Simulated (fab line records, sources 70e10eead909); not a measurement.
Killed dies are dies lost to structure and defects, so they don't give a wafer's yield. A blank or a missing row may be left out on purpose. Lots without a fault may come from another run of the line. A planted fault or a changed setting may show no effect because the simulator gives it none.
fab line records | flow nand_harc
record lots=6 wafers=18 last_day=32
route steps=1302 shown A_SOURCE_PLATE@420 A_ONON_D1@424 END@1302
lots that met no fault: from a run of the same line without faults
start_h: hours from the record's first day to the start of the lot's first wafer shown | wait_h: hours since the lot's step before | " the same as in the row above | L1.1+2: a row that stands for several wafers | - no value, or no start given | * or withheld: withheld | < > ~ a bound
route shown NAME@n: a module of which the file shows steps, and the number in the route of the first | usual: mean/standard deviation of fault-free wafers | same: alike in all rows | chamber/n: place in a boat | sites: the reading at each site | _std_site: their standard deviation | _edge_site: outer sites' mean less inner sites' | radius_mm: how far each site lies from the wafer's centre | mask NAME#n: copy n | behind: the tool/chamber that last shaped the wafer | hold: why the lot was held/for how many hours/how that ended | device: the transistor (n, p or np) that didn't switch | end of line: the same wafers' tests at the end of the route | a step without rows: its recipe alone | killed: dies lost to structure and defects at the first sort, not the wafer's yield | map: a wafer's dies, x killed, . not, _ none there
set.NAME: the setting as run; set.NAME@STEP: as run at that earlier step | model.NAME: the simulator's own value behind a step, which no gauge read
lots at some steps of the route; a table a step, a row a wafer
services: from which hour (start_h, from the record's first day; less than 0 if before it) a tool's chamber was out of use, for how many hours, and why
## steps
# step NHARC_A_SOURCE_PLATE_THK_MEAS_06
# recipe thk_meas_gauge=ellipsometry
# usual thk_nm=199.9/2.8
# columns lot.wafer tool chamber start_h wait_h thk_nm
L442.1 film_metro-02 - 201.00 0.4 194.9
L442.3 " - " " 196.2
L442.5 " - " " 196.5
L447.3 film_metro-02 - 235.41 0.4 205.7
L447.4 " - " " 205.2
L447.6 " - " " 207.0
L448.1 film_metro-01 - 259.42 0.4 201.8
L448.3 " - " " 202.3
L448.6 " - " " 198.6
L451.2 film_metro-02 - 281.18 0.4 197.8
L451.5 " - " " 199.7
L451.6 " - " " 197.3
L456.4 film_metro-01 - 339.13 0.4 196.2
L456.5 " - " " 200.3
L456.6 " - " " 198.7
L457.1 film_metro-01 - 346.44 0.4 200.2
L457.2 " - " " 201.0
L457.3 " - " " 201.7
# step NHARC_A_SOURCE_PLATE_INSPECT_08
# usual raw_defect_count=61/28
# columns lot.wafer tool chamber start_h wait_h raw_defect_count
L442.1 defect_inspect-01 - 201.07 0.0 82
L442.3 " - " " 69
L442.5 " - " " 67
L447.3 defect_inspect-02 - 235.47 0.0 27
L447.4 " - " " 42
L447.6 " - " " 33
L448.1 defect_inspect-02 - 259.49 0.0 58
L448.3 " - " " 65
L448.6 " - " " 43
L451.2 defect_inspect-02 - 281.27 0.0 61
L451.5 " - " " 64
L451.6 " - " " 61
L456.4 defect_inspect-01 - 339.19 0.0 52
L456.5 " - " " 54
L456.6 " - " " 29
L457.1 defect_inspect-02 - 346.55 0.0 61
L457.2 " - " " 58
L457.3 " - " " 60
# step NHARC_A_ONON_D1_DEP_00
# recipe target_thk_a=10000 n2_flow_sccm=2750 n2o_flow_sccm=2000 nh3_flow_sccm=500 sih4_flow_sccm=210 temp_c=400
# step NHARC_A_ONON_D1_THK_MEAS_02
# recipe thk_meas_gauge=ellipsometry
# usual thk_nm=1002/8.7
# columns lot.wafer tool chamber start_h wait_h thk_nm
L442.1 film_metro-02 - 201.65 - 1010
L442.3 " - " " 1012
L442.5 " - " " 1011
L447.3 film_metro-02 - 236.05 - 977
L447.4 " - " " 979
L447.6 " - " " 979
L448.1 film_metro-01 - 260.06 - 1014
L448.3 " - " " 1013
L448.6 " - " " 1015
L451.2 film_metro-02 - 281.84 - 1004
L451.5 " - " " 1006
L451.6 " - " " 1004
L456.4 film_metro-01 - 339.77 - 1006
L456.5 " - " " 1004
L456.6 " - " " 1005
L457.1 film_metro-01 - 347.13 - 1002
L457.2 " - " " 1002
L457.3 " - " " 1002
# step NHARC_A_ONON_D1_DEP_03
# recipe target_thk_a=10000 n2_flow_sccm=2750 n2o_flow_sccm=2000 nh3_flow_sccm=500 sih4_flow_sccm=210 temp_c=400
# step NHARC_A_ONON_D1_THK_MEAS_05
# recipe thk_meas_gauge=ellipsometry
# usual thk_nm=998/13
# columns lot.wafer tool chamber start_h wait_h thk_nm
L442.1 film_metro-02 - 202.22 - 986
L442.3 " - " " 986
L442.5 " - " " 985
L447.3 film_metro-01 - 236.61 - 988
L447.4 " - " " 988
L447.6 " - " " 989
L448.1 film_metro-01 - 260.63 - 985
L448.3 " - " " 984
L448.6 " - " " 985
L451.2 film_metro-01 - 282.41 - 1013
L451.5 " - " " 1013
L451.6 " - " " 1014
L456.4 film_metro-01 - 340.34 - 1013
L456.5 " - " " 1010
L456.6 " - " " 1010
L457.1 film_metro-02 - 347.72 - 990
L457.2 " - " " 992
L457.3 " - " " 990
# step NHARC_A_ONON_D1_DEP_06
# recipe target_thk_a=10000 n2_flow_sccm=2750 n2o_flow_sccm=2000 nh3_flow_sccm=500 sih4_flow_sccm=210 temp_c=400
# step NHARC_A_ONON_D1_THK_MEAS_08
# recipe thk_meas_gauge=ellipsometry
# usual thk_nm=1000/8.1
# columns lot.wafer tool chamber start_h wait_h thk_nm
L442.1 film_metro-02 - 202.79 - 1015
L442.3 " - " " 1015
L442.5 " - " " 1015
L447.3 film_metro-01 - 237.18 - 991
L447.4 " - " " 992
L447.6 " - " " 990
L448.1 film_metro-01 - 261.20 - 1002
L448.3 " - " " 1000
L448.6 " - " " 1002
L451.2 film_metro-02 - 282.98 - 1003
L451.5 " - " " 1004
L451.6 " - " " 1003
L456.4 film_metro-02 - 340.90 - 999
L456.5 " - " " 995
L456.6 " - " " 997
L457.1 film_metro-01 - 348.29 - 990
L457.2 " - " " 992
L457.3 " - " " 991
# step NHARC_A_ONON_D1_DEP_09
# recipe target_thk_a=10000 n2_flow_sccm=2750 n2o_flow_sccm=2000 nh3_flow_sccm=500 sih4_flow_sccm=210 temp_c=400
# step NHARC_A_ONON_D1_THK_MEAS_11
# recipe thk_meas_gauge=ellipsometry
# usual thk_nm=1001/11
# columns lot.wafer tool chamber start_h wait_h thk_nm
L442.1 film_metro-02 - 203.36 - 1011
L442.3 " - " " 1011
L442.5 " - " " 1010
L447.3 film_metro-02 - 237.74 - 1002
L447.4 " - " " 1001
L447.6 " - " " 1002
L448.1 film_metro-02 - 261.76 - 1000
L448.3 " - " " 1000
L448.6 " - " " 1001
L451.2 film_metro-01 - 283.54 - 1006
L451.5 " - " " 1008
L451.6 " - " " 1007
L456.4 film_metro-02 - 341.47 - 1007
L456.5 " - " " 1008
L456.6 " - " " 1009
L457.1 film_metro-02 - 348.86 - 1020
L457.2 " - " " 1021
L457.3 " - " " 1020
# step NHARC_A_ONON_D1_DEP_12
# recipe target_thk_a=10000 n2_flow_sccm=2750 n2o_flow_sccm=2000 nh3_flow_sccm=500 sih4_flow_sccm=210 temp_c=400
# usual n2o_flow_sccm=2000/6.2
# columns lot.wafer tool chamber start_h wait_h n2o_flow_sccm
L442.1 pecvd_onon-02 0 203.41 0.1 1994
L442.3 " 0 " " 1991
L442.5 " 0 " " 1993
L447.3 pecvd_onon-02 0 237.91 0.2 1995
L447.4 " 0 " " 2008
L447.6 " 0 " " 1997
L448.1 pecvd_onon-02 0 261.82 0.1 2004
L448.3 " 0 " " 1997
L448.6 " 0 " " 1997
L451.2 pecvd_onon-03 0 283.66 0.1 1994
L451.5 " 0 " " 1998
L451.6 " 0 " " 2013
L456.4 pecvd_onon-03 0 341.70 0.2 2006
L456.5 " 0 " " 2000
L456.6 " 0 " " 2004
L457.1 pecvd_onon-03 0 348.91 0.1 2006
L457.2 " 0 " " 2004
L457.3 " 0 " " 2005
# step NHARC_A_ONON_D1_THK_MEAS_14
# recipe thk_meas_gauge=ellipsometry
# usual thk_nm=999/9.6
# columns lot.wafer tool chamber start_h wait_h thk_nm
L442.1 film_metro-02 - 203.92 - 986
L442.3 " - " " 987
L442.5 " - " " 987
L447.3 film_metro-02 - 238.31 - 1010
L447.4 " - " " 1009
L447.6 " - " " 1008
L448.1 film_metro-01 - 262.33 - 980
L448.3 " - " " 982
L448.6 " - " " 981
L451.2 film_metro-02 - 284.13 - 1011
L451.5 " - " " 1011
L451.6 " - " " 1011
L456.4 film_metro-01 - 342.04 - 1004
L456.5 " - " " 1582
L456.6 " - " " 1580
L457.1 film_metro-02 - 349.42 - 999
L457.2 " - " " 1000
L457.3 " - " " 1577
# step NHARC_A_ONON_D1_ANNEAL_15
# recipe temp_c=750 time_s=3600
# step NHARC_END_SORT_01
# recipe temp_c=25
# usual killed_at_array=61/24 killed_at_other=1.2/1.3 killed_at_periphery=3.7/2.6 killed_dies=66/23 killed_open=3.3/1.8 killed_short=2.4/1.6
# same gross_dies=677
# columns lot.wafer tool chamber start_h wait_h killed_at_array killed_at_other killed_at_periphery killed_dies killed_open killed_short
L456.4 prober-01 0 763.88 3.4 59 1 6 66 5 0
L456.5 prober-01 0 764.68 3.7 669 3 5 677 4 4
L456.6 prober-01 0 765.48 4.0 674 0 3 677 0 0
L457.3 prober-01 0 770.91 3.1 676 0 1 677 3 1
# killed by level:class
L456.4 A_SLIT:chamber_film_flake=35 A_CHANNEL_HOLE_D1:chamber_film_flake=16 A_DECK1_JOINT:chamber_film_flake=3 P_GATE:geometric_particle:open=2 P_M2:chamber_film_flake=2 A_CONTACT:chamber_film_flake=2 P_M1:geometric_particle:open=1 A_ONON_D1:geometric_particle:open=1
L456.5 A_ONON_D1:area_dep=610 A_SLIT:chamber_film_flake=36 A_CHANNEL_HOLE_D1:chamber_film_flake=12 P_M2:chamber_film_flake=3 A_CONTACT:chamber_film_flake=3 THIN_TSV:chamber_film_flake=3 A_M0:geometric_particle:short=2 P_STI:geometric_particle:short=1
L456.6 A_ONON_D1:area_dep=636 A_SLIT:chamber_film_flake=30 A_CHANNEL_HOLE_D1:chamber_film_flake=6 P_M2:chamber_film_flake=2 P_STI:chamber_film_flake=1 A_STAIRCASE:chamber_film_flake=1 A_CONTACT:chamber_film_flake=1
L457.3 A_ONON_D1:area_dep=602 A_CHANNEL_HOLE_D2:chamber_film_flake=29 A_CHANNEL_HOLE_D1:chamber_film_flake=27 A_SLIT:chamber_film_flake=7 A_CONTACT:chamber_film_flake=7 A_CHANNEL_FILL_D1:geometric_particle:open=2 P_CONTACT:geometric_particle:open=1 A_M0:geometric_particle:short=1
# map L456.5 (x killed, . not)
____________x____________
_________xxxxxxx_________
_______xxxxxxxxxxx_______
______xxxxxxxxxxxxx______
_____xxxxxxxxxxxxxxx_____
____xxxxxxxxxxxxxxxxx____
____xxxxxxxxxxxxxxxxx____
___xxxxxxxxxxxxxxxxxxx___
___xxxxxxxxxxxxxxxxxxx___
__xxxxxxxxxxxxxxxxxxxxx__
__xxxxxxxxxxxxxxxxxxxxx__
_xxxxxxxxxxxxxxxxxxxxxxx_
_xxxxxxxxxxxxxxxxxxxxxxx_
_xxxxxxxxxxxxxxxxxxxxxxx_
_xxxxxxxxxxxxxxxxxxxxxxx_
_xxxxxxxxxxxxxxxxxxxxxxx_
xxxxxxxxxxxxxxxxxxxxxxxxx
xxxxxxxxxxxxxxxxxxxxxxxxx
xxxxxxxxxxxxxxxxxxxxxxxxx
xxxxxxxxxxxxxxxxxxxxxxxxx
xxxxxxxxxxxxxxxxxxxxxxxxx
_xxxxxxxxxxxxxxxxxxxxxxx_
_xxxxxxxxxxxxxxxxxxxxxxx_
_xxxxxxxxxxxxxxxxxxxxxxx_
_xxxxxxxxxxxxxxxxxxxxxxx_
_xxxxxxxxxxxxxxxxxxxxxxx_
__xxxxxxxxxxxxxxxxxxxxx__
__xxxxxxxxxxxxxxxxxxxxx__
___xxxxxxxxxxxxxxxxxxx___
___xxxxxxxxxxxxxxxxxxx___
____xxxxxxxxxxxxxxxxx____
____xxxxxxxxxxxxxxxxx____
_____xxxxxxxxxxxxxxx_____
______xxxxxxxxxxxxx______
_______xxxxxxxxxxx_______
_________xxxxxxx_________
____________x____________
# map L457.3 (x killed, . not)
____________x____________
_________xxxxxxx_________
_______xxxxxxxxxxx_______
______xxxxxxxxxxxxx______
_____xxxxxxxxxxxxxxx_____
____xxxxxxxxxxxxxxxxx____
____xxxxxxxxxxxxxxxxx____
___xxxxxxxxxxxxxxxxxxx___
___xxxxxxxxxxxxxxxxxxx___
__xxxxxxxxxxxxxxxxxxxxx__
__xxxxxxxxxxxxxxxxxxxxx__
_xxxxxxxxxxxxxxxxxxxxxxx_
_xxxxxxxxxxxxxxxxxxxxxxx_
_xxxxxxxxxxxxxxxxxxxxxxx_
_xxxxxxxxxxxxxxxxxxxxxxx_
_xxxxxxxxxxxxxxxxxxxxxxx_
xxxxxxxxxxxxxxxxxxxxxxxxx
xxxxxxxxxxxxxxxxxxxxxxxxx
xxxxxxxxxxxxxxxxxxxxxxxxx
xxxxxxxxxxxxxxxxxxxxxxxxx
xxxxxxxxxxxxxxxxxxxxxxxxx
_xxxxxxxxxxxxxxxxxxxxxxx_
_xxxxxxxxxxxxxxxxxxxxxxx_
_xxxxxxxxxxxxxxxxxxxxxxx_
_xxxxxxxxxxxxxxxxxxxxxxx_
_xxxxxxxxxxxxxxxxxxxxxxx_
__xxxxxxxxxxxxxxxxxxxxx__
__xxxxxxxxxxxxxxxxxxxxx__
___xxxxxxxxxxxxxxxxxxx___
___xxxxxxxxxxxxxxxxxxx___
____xxxxxxxxxxxxxxxxx____
____xxxxxxxxxxxxxxxxx____
_____xxxxxxxxxxxxxxx_____
______xxxxxxxxxxxxx______
_______xxxxxxxxxxx_______
_________xxxxxxx_________
____________x____________
## services
# columns tool chamber start_h hours kind
pecvd_onon-02 - 185.14 13.0 pm
pecvd_onon-03 - 217.45 0.2 repair
pecvd_onon-03 - 227.42 13.0 pm
## key
first_sign step=NHARC_A_ONON_D1_THK_MEAS_14 reading=thk_nm direction=up sigmas=61 usual=999 struck=1580
effect step=NHARC_END_SORT_01 reading=killed_dies direction=up sigmas=27 usual=66 struck=677
more_kills_born_at NHARC_A_ONON_D1_DEP_12@pecvd_onon-03=1848
met_at NHARC_A_ONON_D1_DEP_12
struck_wafers L456.5,L456.6,L457.3
later_rows_left_out L456.5,L456.6,L457.3
tester_left_out L456,L457
onset_between 283.66 341.70
fault kind=process_parameter_drift tool=pecvd_onon-03 chamber=- onset_h=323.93 steps=NHARC_A_ONON_D1_DEP_12 channel=target_thk_a offset=* shape=step end_h=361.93 scope=struck_wafers_only acts_in=* stated=*
# tester_left_out: of these lots the tester's yield and bins aren't shown, on N5 and GAA mostly nor the transistor test; their killed dies are dies lost to structure and defects alone, not to doping, threshold or leakage, so they don't give the yield
# later_rows_left_out: the simulator's readings of these wafers behind a module that went badly wrong aren't trusted and aren't shown, but for the sort
